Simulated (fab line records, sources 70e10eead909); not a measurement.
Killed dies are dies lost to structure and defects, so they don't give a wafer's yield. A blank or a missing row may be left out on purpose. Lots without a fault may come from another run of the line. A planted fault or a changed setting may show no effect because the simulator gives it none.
Which tool did it? | flow nand_harc | 14 lots, 42 wafers sampled, at 4 steps of a route of 1159

WHAT THE GAUGES READ, wafer by wafer
NHARC_END_WLT_00.
lot  | measured     | on        | VT_DECK1_BOTTOM   | VT_DECK1_BOTTOM_INNER | VT_DECK1_MEDIAN_NEAR_BOTTOM | VT_DECK1_MEDIAN_NEAR_BOTTOM_INNER | VT_DECK1_MIDDLE   | VT_DECK1_MIDDLE_INNER | VT_DECK1_TOP      | VT_DECK1_TOP_INNER
L672 | day 19 11:37 | prober-02 | 0.871 0.877 0.871 | 0.869 0.876 0.870     | 0.873 0.865 0.859           | 0.864 0.875 0.863                 | 0.888 0.892 0.888 | 0.881 0.877 0.877     | 0.904 0.898 0.898 | 0.899 0.897 0.897
L671 | day 19 11:35 | prober-01 | 0.881 0.881 0.878 | 0.878 0.873 0.881     | 0.885 0.876 0.894           | 0.881 0.879 0.882                 | 0.895 0.887 0.891 | 0.894 0.892 0.892     | 0.902 0.900 0.898 | 0.905 0.903 0.900
L673 | day 19 19:22 | prober-02 | 0.886 0.881 0.888 | 0.890 0.871 0.875     | 0.883 0.871 0.878           | 0.895 0.878 0.884                 | 0.893 0.891 0.891 | 0.895 0.891 0.887     | 0.904 0.906 0.893 | 0.907 0.903 0.905
L676 | day 19 19:31 | prober-01 | 0.870 0.871 0.878 | 0.875 0.872 0.876     | 0.874 0.867 0.874           | 0.869 0.873 0.883                 | 0.887 0.884 0.879 | 0.882 0.886 0.895     | 0.902 0.899 0.908 | 0.913 0.896 0.903
L674 | day 20 05:04 | prober-01 | 0.859 0.869 0.858 | 0.854 0.860 0.850     | 0.851 0.864 0.862           | 0.858 0.868 0.862                 | 0.876 0.878 0.871 | 0.871 0.881 0.873     | 0.887 0.892 0.893 | 0.893 0.896 0.885
L675 | day 20 05:34 | prober-02 | 0.864 0.865 0.861 | 0.877 0.866 0.861     | 0.874 0.865 0.859           | 0.881 0.858 0.857                 | 0.883 0.882 0.881 | 0.880 0.887 0.873     | 0.894 0.895 0.893 | 0.899 0.898 0.892
L677 | day 21 02:30 | prober-01 | 0.863 0.861 0.853 | 0.862 0.872 0.860     | 0.866 0.874 0.862           | 0.863 0.869 0.861                 | 0.876 0.881 0.877 | 0.882 0.882 0.881     | 0.889 0.908 0.883 | 0.897 0.888 0.891
L678 | day 21 02:31 | prober-02 | 0.861 0.873 0.871 | 0.876 0.867 0.871     | 0.872 0.862 0.869           | 0.877 0.868 0.874                 | 0.889 0.881 0.882 | 0.885 0.884 0.881     | 0.893 0.892 0.895 | 0.887 0.900 0.890
L679 | day 21 10:46 | prober-01 | 0.881 0.873 0.869 | 0.877 0.874 0.881     | 0.871 0.881 0.874           | 0.883 0.878 0.868                 | 0.889 0.893 0.891 | 0.884 0.880 0.885     | 0.895 0.897 0.899 | 0.896 0.890 0.897
L681 | day 21 11:17 | prober-02 | 0.881 0.879 0.876 | 0.881 0.882 0.875     | 0.876 0.877 0.880           | 0.876 0.869 0.869                 | 0.892 0.896 0.886 | 0.900 0.893 0.890     | 0.905 0.902 0.908 | 0.896 0.907 0.907
L688 | day 23 20:37 | prober-01 | 0.885 0.872 0.876 | 0.889 0.872 0.876     | 0.881 0.875 0.877           | 0.889 0.880 0.883                 | 0.890 0.886 0.878 | 0.889 0.895 0.889     | 0.892 0.895 0.905 | 0.898 0.885 0.912
L689 | day 24 04:17 | prober-02 | 0.873 0.888 0.865 | 0.867 0.875 0.873     | 0.881 0.877 0.886           | 0.879 0.882 0.886                 | 0.889 0.897 0.903 | 0.901 0.897 0.894     | 0.906 0.904 0.903 | 0.911 0.914 0.904
L692 | day 24 12:34 | prober-02 | 0.875 0.886 0.879 | 0.884 0.877 0.868     | 0.876 0.891 0.874           | 0.881 0.885 0.871                 | 0.898 0.892 0.882 | 0.888 0.899 0.887     | 0.907 0.907 0.908 | 0.906 0.903 0.892
L693 | day 24 17:31 | prober-01 | 0.877 0.870 0.884 | 0.864 0.877 0.884     | 0.876 0.877 0.877           | 0.867 0.879 0.876                 | 0.895 0.890 0.897 | 0.880 0.887 0.886     | 0.899 0.903 0.912 | 0.899 0.912 0.899

NHARC_END_SORT_01.
lot  | measured     | on        | killed_at_array | killed_at_other | killed_at_periphery | killed_dies | killed_open | killed_short
L678 | day 21 05:49 | prober-02 | 47 116 117      | 1 0 1           | 10 5 6              | 58 121 124  | 11 3 4      | 5 3 0
L681 | day 21 14:36 | prober-02 | 93 12 96        | 0 0 0           | 5 7 4               | 98 19 100   | 3 4 2       | 3 3 0

WHICH TOOL RAN EACH LOT (tool, then ch and the chambers of the sampled wafers, then the start)
lot  | NHARC_A_CONTACT_ETCH_121             | NHARC_THIN_TSV_CMP_21
L672 | har_cap_etch-03 ch 0,1, day 16 17:48 | cmp-02 ch 1,2, day 19 03:40
L671 | har_cap_etch-02 ch 0,1, day 16 18:43 | cmp-03 ch 0,1,3, day 19 04:40
L673 | har_cap_etch-01 ch 0,1, day 16 21:47 | cmp-01 ch 1,2, day 19 11:05
L676 | har_cap_etch-03 ch 0,1, day 17 07:14 | cmp-01 ch 0,2,3, day 19 12:22
L674 | har_cap_etch-02 ch 0,1, day 17 12:24 | cmp-02 ch 1,2,3, day 19 20:16
L675 | har_cap_etch-03 ch 0,1, day 17 17:25 | cmp-02 ch 0,1, day 19 21:25
L677 | har_cap_etch-01 ch 0,1, day 18 02:19 | cmp-02 ch 1,2,3, day 20 18:28
L678 | har_cap_etch-03 ch 0,1, day 18 02:50 | cmp-03 ch 2,3, day 20 19:41
L679 | har_cap_etch-01 ch 0,1, day 18 17:41 | cmp-01 ch 0,1,3, day 21 03:21
L681 | har_cap_etch-03 ch 0,1, day 18 20:40 | cmp-03 ch 0,2,3, day 21 04:28
L688 | har_cap_etch-01 ch 0,1, day 21 03:23 | cmp-03 ch 1,2,3, day 23 11:14
L689 | har_cap_etch-02 ch 0,1, day 21 07:49 | cmp-01 ch 1,2,3, day 23 14:11
L692 | har_cap_etch-03 ch 0,1, day 21 20:54 | cmp-02 ch 0,2,3, day 23 23:42
L693 | har_cap_etch-02 ch 0,1, day 22 05:22 | cmp-03 ch 0,1, day 24 10:41
- NHARC_A_CONTACT_ETCH_121: etches the open film in C4F8/O2/Ar, time 94 s, target depth 922 nm.
- NHARC_THIN_TSV_CMP_21: polishes, t overpolish 30 s, target thk 2000 nm.

WHAT THE TOOLS THEMSELVES READ (means of the sampled wafers that have a number; where no wafer has one, the mark that the record gives instead)
NHARC_THIN_TSV_CMP_21.
lot  | tool   | motor_current_A (A) | overpolish_run_s (s)
L672 | cmp-02 | 12.1                | 30.012
L671 | cmp-03 | 12.8                | 29.998
L673 | cmp-01 | 11.9                | 30.006
L676 | cmp-01 | 12.3                | 30.004
L674 | cmp-02 | 12.1                | 29.998
L675 | cmp-02 | 10.5                | 29.998
L677 | cmp-02 | 11.8                | 30.004
L678 | cmp-03 | 12.9                | 30.005
L679 | cmp-01 | 12.7                | 30.000
L681 | cmp-03 | 13.2                | 29.992
L688 | cmp-03 | 12.5                | 30.000
L689 | cmp-01 | 12.4                | 29.994
L692 | cmp-02 | 11.2                | 30.000
L693 | cmp-03 | 13.7                | 30.013

THE ANSWER, worked out from the rows above alone
Rule: what is usual is taken from the lots themselves. Put in order of their means at a reading, lots are off if they are a third of the lots or fewer, leave a main group of 4 or more, and stand apart from it by a gap of 3 or more times the standard deviation of the main group's means; of several such gaps the widest counts. A main group whose means are all the same, to the digits that the tables above print for the reading, isn't used. A lot without any number at a reading at which 4 lots or more have one is off too. The other lots that the step has rows for count as sound. The gauges are gone through in route order, then the tools' own readings, and for those a lot's mean is taken as printed above. The first step at which some lot is off is used, and at that step the reading that is off furthest; a lot without a number counts as furthest.
No lot is off at any reading shown: from this, nothing can be told.

WHAT THE SIMULATOR HAD PUT IN
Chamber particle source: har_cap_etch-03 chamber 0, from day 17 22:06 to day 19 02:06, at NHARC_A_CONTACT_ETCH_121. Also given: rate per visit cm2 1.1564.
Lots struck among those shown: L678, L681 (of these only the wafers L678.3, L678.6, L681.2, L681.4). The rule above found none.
